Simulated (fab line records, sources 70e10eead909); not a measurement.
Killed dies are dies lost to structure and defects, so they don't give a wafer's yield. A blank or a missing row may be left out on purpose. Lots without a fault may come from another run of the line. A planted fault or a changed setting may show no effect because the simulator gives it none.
fab line records | flow nand_harc
record lots=6 wafers=18 last_day=32
route steps=1302 shown A_SOURCE_PLATE@418 A_ONON_D1@424 END@1302
lots that met no fault: from a run of the same line without faults
start_h: hours from the record's first day to the start of the lot's first wafer shown | wait_h: hours since the lot's step before | " the same as in the row above | L1.1+2: a row that stands for several wafers | - no value, or no start given | * or withheld: withheld | < > ~ a bound
route shown NAME@n: a module of which the file shows steps, and the number in the route of the first | usual: mean/standard deviation of fault-free wafers | same: alike in all rows | chamber/n: place in a boat | sites: the reading at each site | _std_site: their standard deviation | _edge_site: outer sites' mean less inner sites' | radius_mm: how far each site lies from the wafer's centre | mask NAME#n: copy n | behind: the tool/chamber that last shaped the wafer | hold: why the lot was held/for how many hours/how that ended | device: the transistor (n, p or np) that didn't switch | end of line: the same wafers' tests at the end of the route | a step without rows: its recipe alone | killed: dies lost to structure and defects at the first sort, not the wafer's yield | map: a wafer's dies, x killed, . not, _ none there
set.NAME: the setting as run; set.NAME@STEP: as run at that earlier step | model.NAME: the simulator's own value behind a step, which no gauge read
lots at some steps of the route; a table a step, a row a wafer
services: from which hour (start_h, from the record's first day; less than 0 if before it) a tool's chamber was out of use, for how many hours, and why
## steps
# step NHARC_A_SOURCE_PLATE_CVD_03
# recipe target_thk_a=2000 temp_c=620 pressure_mtorr=200 time_s=4000 material=poly-Si
# step NHARC_A_SOURCE_PLATE_ANNEAL_05
# recipe temp_c=850 time_s=1800
# step NHARC_A_SOURCE_PLATE_THK_MEAS_06
# recipe thk_meas_gauge=ellipsometry
# usual thk_nm=200.0/2.2
# columns lot.wafer tool chamber start_h wait_h thk_nm
L447.2 film_metro-01 - 230.86 0.4 196.5
L447.4 " - " " 198.9
L447.6 " - " " 198.1
L450.2 film_metro-01 - 262.78 0.4 202.2
L450.5 " - " " 203.5
L450.6 " - " " 203.0
L451.1 film_metro-01 - 271.03 0.4 198.9
L451.4 " - " " 200.0
L451.5 " - " " 199.7
L458.3 film_metro-01 - 340.27 0.4 198.2
L458.4 " - " " 196.6
L458.5 " - " " 198.0
L459.2 film_metro-01 - 347.13 0.4 201.3
L459.3 " - " " 196.9
L459.4 " - " " 197.2
L462.3 film_metro-01 - 376.18 0.4 202.9
L462.5 " - " " 202.9
L462.6 " - " " 201.7
# step NHARC_A_SOURCE_PLATE_INSPECT_08
# usual raw_defect_count=67/28
# columns lot.wafer tool chamber start_h wait_h raw_defect_count
L447.2 defect_inspect-02 - 230.92 0.0 59
L447.4 " - " " 66
L447.6 " - " " 83
L450.2 defect_inspect-01 - 262.84 0.0 56
L450.5 " - " " 65
L450.6 " - " " 29
L451.1 defect_inspect-01 - 271.09 0.0 67
L451.4 " - " " 38
L451.5 " - " " 72
L458.3 defect_inspect-02 - 340.37 0.0 77
L458.4 " - " " 60
L458.5 " - " " 93
L459.2 defect_inspect-02 - 347.20 0.0 50
L459.3 " - " " 35
L459.4 " - " " 50
L462.3 defect_inspect-02 - 376.25 0.0 44
L462.5 " - " " 58
L462.6 " - " " 72
# step NHARC_A_ONON_D1_DEP_00
# recipe target_thk_a=10000 n2_flow_sccm=2750 n2o_flow_sccm=2000 nh3_flow_sccm=500 sih4_flow_sccm=210 temp_c=400
# step NHARC_A_ONON_D1_THK_MEAS_02
# recipe thk_meas_gauge=ellipsometry
# usual thk_nm=999/8.6
# columns lot.wafer tool chamber start_h wait_h thk_nm
L447.2 film_metro-01 - 231.50 - 1000
L447.4 " - " " 1002
L447.6 " - " " 1002
L450.2 film_metro-01 - 263.41 - 979
L450.5 " - " " 979
L450.6 " - " " 983
L451.1 film_metro-01 - 271.67 - 998
L451.4 " - " " 999
L451.5 " - " " 1000
L458.3 film_metro-02 - 340.94 - 994
L458.4 " - " " 994
L458.5 " - " " 992
L459.2 film_metro-01 - 347.78 - 994
L459.3 " - " " 993
L459.4 " - " " 993
L462.3 film_metro-01 - 376.83 - 996
L462.5 " - " " 994
L462.6 " - " " 996
# step NHARC_A_ONON_D1_DEP_03
# recipe target_thk_a=10000 n2_flow_sccm=2750 n2o_flow_sccm=2000 nh3_flow_sccm=500 sih4_flow_sccm=210 temp_c=400
# step NHARC_A_ONON_D1_THK_MEAS_05
# recipe thk_meas_gauge=ellipsometry
# usual thk_nm=1000/9.5
# columns lot.wafer tool chamber start_h wait_h thk_nm
L447.2 film_metro-01 - 232.07 - 991
L447.4 " - " " 991
L447.6 " - " " 990
L450.2 film_metro-01 - 263.99 - 1000
L450.5 " - " " 1001
L450.6 " - " " 1001
L451.1 film_metro-01 - 272.24 - 994
L451.4 " - " " 992
L451.5 " - " " 995
L458.3 film_metro-02 - 341.51 - 1021
L458.4 " - " " 1020
L458.5 " - " " 1022
L459.2 film_metro-02 - 348.34 - 1001
L459.3 " - " " 1000
L459.4 " - " " 1001
L462.3 film_metro-01 - 377.39 - 997
L462.5 " - " " 998
L462.6 " - " " 998
# step NHARC_A_ONON_D1_DEP_06
# recipe target_thk_a=10000 n2_flow_sccm=2750 n2o_flow_sccm=2000 nh3_flow_sccm=500 sih4_flow_sccm=210 temp_c=400
# step NHARC_A_ONON_D1_THK_MEAS_08
# recipe thk_meas_gauge=ellipsometry
# usual thk_nm=1001/10
# columns lot.wafer tool chamber start_h wait_h thk_nm
L447.2 film_metro-01 - 232.63 - 994
L447.4 " - " " 994
L447.6 " - " " 993
L450.2 film_metro-02 - 264.55 - 1009
L450.5 " - " " 1009
L450.6 " - " " 1007
L451.1 film_metro-02 - 272.81 - 995
L451.4 " - " " 994
L451.5 " - " " 995
L458.3 film_metro-02 - 342.08 - 1017
L458.4 " - " " 1016
L458.5 " - " " 1018
L459.2 film_metro-02 - 348.91 - 1005
L459.3 " - " " 1005
L459.4 " - " " 1004
L462.3 film_metro-01 - 377.95 - 1005
L462.5 " - " " 1006
L462.6 " - " " 1007
# step NHARC_A_ONON_D1_DEP_09
# recipe target_thk_a=10000 n2_flow_sccm=2750 n2o_flow_sccm=2000 nh3_flow_sccm=500 sih4_flow_sccm=210 temp_c=400
# usual sih4_flow_sccm=210.0/0.67
# columns lot.wafer tool chamber start_h wait_h sih4_flow_sccm
L447.2 pecvd_onon-02 0 232.75 0.1 210.6
L447.4 " 0 " " 210.2
L447.6 " 0 " " 210.2
L450.2 pecvd_onon-04 0 264.66 0.1 210.2
L450.5 " 0 " " 209.9
L450.6 " 0 " " 210.2
L451.1 pecvd_onon-04 0 272.87 0.1 211.0
L451.4 " 0 " " 211.0
L451.5 " 0 " " 210.3
L458.3 pecvd_onon-02 0 342.25 0.2 209.5
L458.4 " 0 " " 209.8
L458.5 " 0 " " 209.8
L459.2 pecvd_onon-03 0 349.02 0.1 210.2
L459.3 " 0 " " 210.5
L459.4 " 0 " " 211.5
L462.3 pecvd_onon-04 0 378.13 0.2 210.2
L462.5 " 0 " " 210.1
L462.6 " 0 " " 209.9
# step NHARC_A_ONON_D1_THK_MEAS_11
# recipe thk_meas_gauge=ellipsometry
# usual thk_nm=998/8
# columns lot.wafer tool chamber start_h wait_h thk_nm
L447.2 film_metro-01 - 233.20 - 995
L447.4 " - " " 995
L447.6 " - " " 994
L450.2 film_metro-01 - 265.12 - 1870
L450.5 " - " " 1870
L450.6 " - " " 1870
L451.1 film_metro-01 - 273.38 - 1866
L451.4 " - " " 1866
L451.5 " - " " 1866
L458.3 film_metro-02 - 342.64 - 1001
L458.4 " - " " 1001
L458.5 " - " " 1002
L459.2 film_metro-01 - 349.47 - 999
L459.3 " - " " 1003
L459.4 " - " " 1001
L462.3 film_metro-01 - 378.52 - 1001
L462.5 " - " " 1002
L462.6 " - " " 1003
# step NHARC_A_ONON_D1_DEP_12
# recipe target_thk_a=10000 n2_flow_sccm=2750 n2o_flow_sccm=2000 nh3_flow_sccm=500 sih4_flow_sccm=210 temp_c=400
# step NHARC_END_SORT_01
# recipe temp_c=25
# usual killed_at_array=59/17 killed_at_other=0.9/1.6 killed_at_periphery=3.7/2.3 killed_dies=64/17 killed_open=3.3/1.8 killed_short=2.4/1.6
# same gross_dies=677
# columns lot.wafer tool chamber start_h wait_h killed_at_array killed_at_other killed_at_periphery killed_dies killed_open killed_short
L451.1 prober-02 0 676.72 2.5 676 1 0 677 2 1
L451.4 prober-02 0 679.10 3.4 670 0 7 677 4 2
L451.5 prober-02 0 679.89 3.7 675 0 2 677 6 1
L450.2 prober-01 0 677.54 2.8 675 1 1 677 1 2
L450.5 prober-01 0 679.95 3.7 670 0 7 677 5 1
L450.6 prober-01 0 680.75 4.0 674 1 2 677 3 1
L458.3 prober-01 0 731.55 3.1 59 4 5 68 5 3
L458.5 prober-01 0 733.16 3.7 66 3 6 75 2 0
L462.3 prober-02 0 766.59 3.1 43 1 3 47 4 0
L462.5 prober-02 0 768.18 3.7 37 0 2 39 3 2
L462.6 prober-02 0 768.98 4.0 33 0 1 34 3 1
# killed by level:class
L451.1 A_ONON_D1:area_dep=596 A_SLIT:chamber_film_flake=30 A_CHANNEL_HOLE_D1:chamber_film_flake=27 A_CHANNEL_HOLE_D2:chamber_film_flake=16 A_STAIRCASE:chamber_film_flake=3 A_CHANNEL_FILL_D1:geometric_particle:open=1 A_M1:geometric_particle:open=1 STARTING-WAFER:geometric_particle:short=1
L450.2 A_ONON_D1:area_dep=619 A_CHANNEL_HOLE_D1:chamber_film_flake=35 A_CONTACT:chamber_film_flake=8 A_CHANNEL_HOLE_D2:chamber_film_flake=3 A_WL_FILL:chamber_film_flake=3 A_STAIRCASE:chamber_film_flake=2 A_DECK1_JOINT:geometric_particle:short=1 A_CHANNEL_HOLE_D2:geometric_particle:open=1
L451.4 A_ONON_D1:area_dep=577 A_SLIT:chamber_film_flake=34 A_CHANNEL_HOLE_D1:chamber_film_flake=30 A_CHANNEL_HOLE_D2:chamber_film_flake=17 A_STAIRCASE:chamber_film_flake=5 P_ZERO_WELL:chamber_film_flake=3 A_CHANNEL_FILL_D1:geometric_particle:open=2 P_GATE:chamber_film_flake=2
L451.5 A_ONON_D1:area_dep=586 A_CHANNEL_HOLE_D1:chamber_film_flake=37 A_SLIT:chamber_film_flake=26 A_CHANNEL_HOLE_D2:chamber_film_flake=12 A_STAIRCASE:chamber_film_flake=5 P_CONTACT:geometric_particle:open=1 A_CHANNEL_FILL_D1:geometric_particle:open=1 A_DECK1_JOINT:geometric_particle:open=1
L450.5 A_ONON_D1:area_dep=622 A_CHANNEL_HOLE_D1:chamber_film_flake=24 A_CONTACT:chamber_film_flake=9 A_STAIRCASE:chamber_film_flake=5 P_M2:chamber_film_flake=4 A_WL_FILL:chamber_film_flake=3 P_M0:geometric_particle:open=2 A_CHANNEL_HOLE_D2:chamber_film_flake=2
L450.6 A_ONON_D1:area_dep=621 A_CHANNEL_HOLE_D1:chamber_film_flake=32 A_CONTACT:chamber_film_flake=8 A_STAIRCASE:chamber_film_flake=5 A_CHANNEL_HOLE_D2:chamber_film_flake=3 A_CHANNEL_FILL_D2:geometric_particle:open=2 A_WL_FILL:chamber_film_flake=2 P_CONTACT:geometric_particle:open=1
L458.3 A_CHANNEL_HOLE_D1:chamber_film_flake=22 A_CHANNEL_HOLE_D2:chamber_film_flake=21 A_CONTACT:chamber_film_flake=5 THIN_TSV:chamber_film_flake=4 P_M1:chamber_film_flake=3 A_ONON_D2:geometric_particle:open=2 A_SLIT:chamber_film_flake=2 P_CONTACT:geometric_particle:open=1
L458.5 A_CHANNEL_HOLE_D1:chamber_film_flake=27 A_CHANNEL_HOLE_D2:chamber_film_flake=24 A_CONTACT:chamber_film_flake=10 P_M1:chamber_film_flake=5 THIN_TSV:chamber_film_flake=3 A_SLIT:chamber_film_flake=2 P_M1:geometric_particle:open=1 A_WL_FILL:geometric_particle:open=1
L462.3 A_CHANNEL_HOLE_D2:chamber_film_flake=27 A_SLIT:chamber_film_flake=10 P_CONTACT:geometric_particle:open=1 A_ONON_D2:geometric_particle:open=1 A_SGD_CUT:geometric_particle:open=1 A_BLC:geometric_particle:open=1 P_ZERO_WELL:chamber_film_flake=1 P_STI:chamber_film_flake=1
L462.5 A_CHANNEL_HOLE_D2:chamber_film_flake=23 A_SLIT:chamber_film_flake=7 P_STI:chamber_film_flake=2 A_ONON_D1:geometric_particle:open=1 A_CHANNEL_FILL_D1:geometric_particle:short=1 A_WL_FILL:geometric_particle:short=1 A_CONTACT:geometric_particle:open=1 A_BLC:geometric_particle:open=1
L462.6 A_CHANNEL_HOLE_D2:chamber_film_flake=22 A_SLIT:chamber_film_flake=6 P_M0:geometric_particle:open=1 A_CHANNEL_HOLE_D1:geometric_particle:open=1 A_CHANNEL_FILL_D2:geometric_particle:short=1 A_CHANNEL_FILL_D2:geometric_particle:open=1 A_STAIRCASE:chamber_film_flake=1 A_WL_FILL:chamber_film_flake=1
# map L450.2 (x killed, . not)
____________x____________
_________xxxxxxx_________
_______xxxxxxxxxxx_______
______xxxxxxxxxxxxx______
_____xxxxxxxxxxxxxxx_____
____xxxxxxxxxxxxxxxxx____
____xxxxxxxxxxxxxxxxx____
___xxxxxxxxxxxxxxxxxxx___
___xxxxxxxxxxxxxxxxxxx___
__xxxxxxxxxxxxxxxxxxxxx__
__xxxxxxxxxxxxxxxxxxxxx__
_xxxxxxxxxxxxxxxxxxxxxxx_
_xxxxxxxxxxxxxxxxxxxxxxx_
_xxxxxxxxxxxxxxxxxxxxxxx_
_xxxxxxxxxxxxxxxxxxxxxxx_
_xxxxxxxxxxxxxxxxxxxxxxx_
xxxxxxxxxxxxxxxxxxxxxxxxx
xxxxxxxxxxxxxxxxxxxxxxxxx
xxxxxxxxxxxxxxxxxxxxxxxxx
xxxxxxxxxxxxxxxxxxxxxxxxx
xxxxxxxxxxxxxxxxxxxxxxxxx
_xxxxxxxxxxxxxxxxxxxxxxx_
_xxxxxxxxxxxxxxxxxxxxxxx_
_xxxxxxxxxxxxxxxxxxxxxxx_
_xxxxxxxxxxxxxxxxxxxxxxx_
_xxxxxxxxxxxxxxxxxxxxxxx_
__xxxxxxxxxxxxxxxxxxxxx__
__xxxxxxxxxxxxxxxxxxxxx__
___xxxxxxxxxxxxxxxxxxx___
___xxxxxxxxxxxxxxxxxxx___
____xxxxxxxxxxxxxxxxx____
____xxxxxxxxxxxxxxxxx____
_____xxxxxxxxxxxxxxx_____
______xxxxxxxxxxxxx______
_______xxxxxxxxxxx_______
_________xxxxxxx_________
____________x____________
# map L451.1 (x killed, . not)
____________x____________
_________xxxxxxx_________
_______xxxxxxxxxxx_______
______xxxxxxxxxxxxx______
_____xxxxxxxxxxxxxxx_____
____xxxxxxxxxxxxxxxxx____
____xxxxxxxxxxxxxxxxx____
___xxxxxxxxxxxxxxxxxxx___
___xxxxxxxxxxxxxxxxxxx___
__xxxxxxxxxxxxxxxxxxxxx__
__xxxxxxxxxxxxxxxxxxxxx__
_xxxxxxxxxxxxxxxxxxxxxxx_
_xxxxxxxxxxxxxxxxxxxxxxx_
_xxxxxxxxxxxxxxxxxxxxxxx_
_xxxxxxxxxxxxxxxxxxxxxxx_
_xxxxxxxxxxxxxxxxxxxxxxx_
xxxxxxxxxxxxxxxxxxxxxxxxx
xxxxxxxxxxxxxxxxxxxxxxxxx
xxxxxxxxxxxxxxxxxxxxxxxxx
xxxxxxxxxxxxxxxxxxxxxxxxx
xxxxxxxxxxxxxxxxxxxxxxxxx
_xxxxxxxxxxxxxxxxxxxxxxx_
_xxxxxxxxxxxxxxxxxxxxxxx_
_xxxxxxxxxxxxxxxxxxxxxxx_
_xxxxxxxxxxxxxxxxxxxxxxx_
_xxxxxxxxxxxxxxxxxxxxxxx_
__xxxxxxxxxxxxxxxxxxxxx__
__xxxxxxxxxxxxxxxxxxxxx__
___xxxxxxxxxxxxxxxxxxx___
___xxxxxxxxxxxxxxxxxxx___
____xxxxxxxxxxxxxxxxx____
____xxxxxxxxxxxxxxxxx____
_____xxxxxxxxxxxxxxx_____
______xxxxxxxxxxxxx______
_______xxxxxxxxxxx_______
_________xxxxxxx_________
____________x____________
## services
# columns tool chamber start_h hours kind
pecvd_onon-03 - 227.00 13.0 pm
pecvd_onon-04 - 311.35 13.0 pm
pecvd_onon-02 - 366.00 13.0 pm
pecvd_onon-03 - 377.52 1.9 repair
## key
first_sign step=NHARC_A_ONON_D1_THK_MEAS_11 reading=thk_nm direction=up sigmas=99+ usual=998 struck=1868
effect step=NHARC_END_SORT_01 reading=killed_at_array direction=up sigmas=37 usual=59 struck=673
more_kills_born_at NHARC_A_ONON_D1_DEP_09@pecvd_onon-04=3621
met_at NHARC_A_ONON_D1_DEP_09
struck_wafers L450.2,L450.5,L450.6,L451.1,L451.4,L451.5
later_rows_left_out L450.2,L450.5,L450.6,L451.1,L451.4,L451.5
tester_left_out L450,L451
fault kind=process_parameter_drift tool=pecvd_onon-04 chamber=0 onset_h=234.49 steps=NHARC_A_ONON_D1_DEP_09 channel=target_thk_a offset=* shape=step end_h=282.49 acts_in=* stated=*
# tester_left_out: of these lots the tester's yield and bins aren't shown, on N5 and GAA mostly nor the transistor test; their killed dies are dies lost to structure and defects alone, not to doping, threshold or leakage, so they don't give the yield
# later_rows_left_out: the simulator's readings of these wafers behind a module that went badly wrong aren't trusted and aren't shown, but for the sort
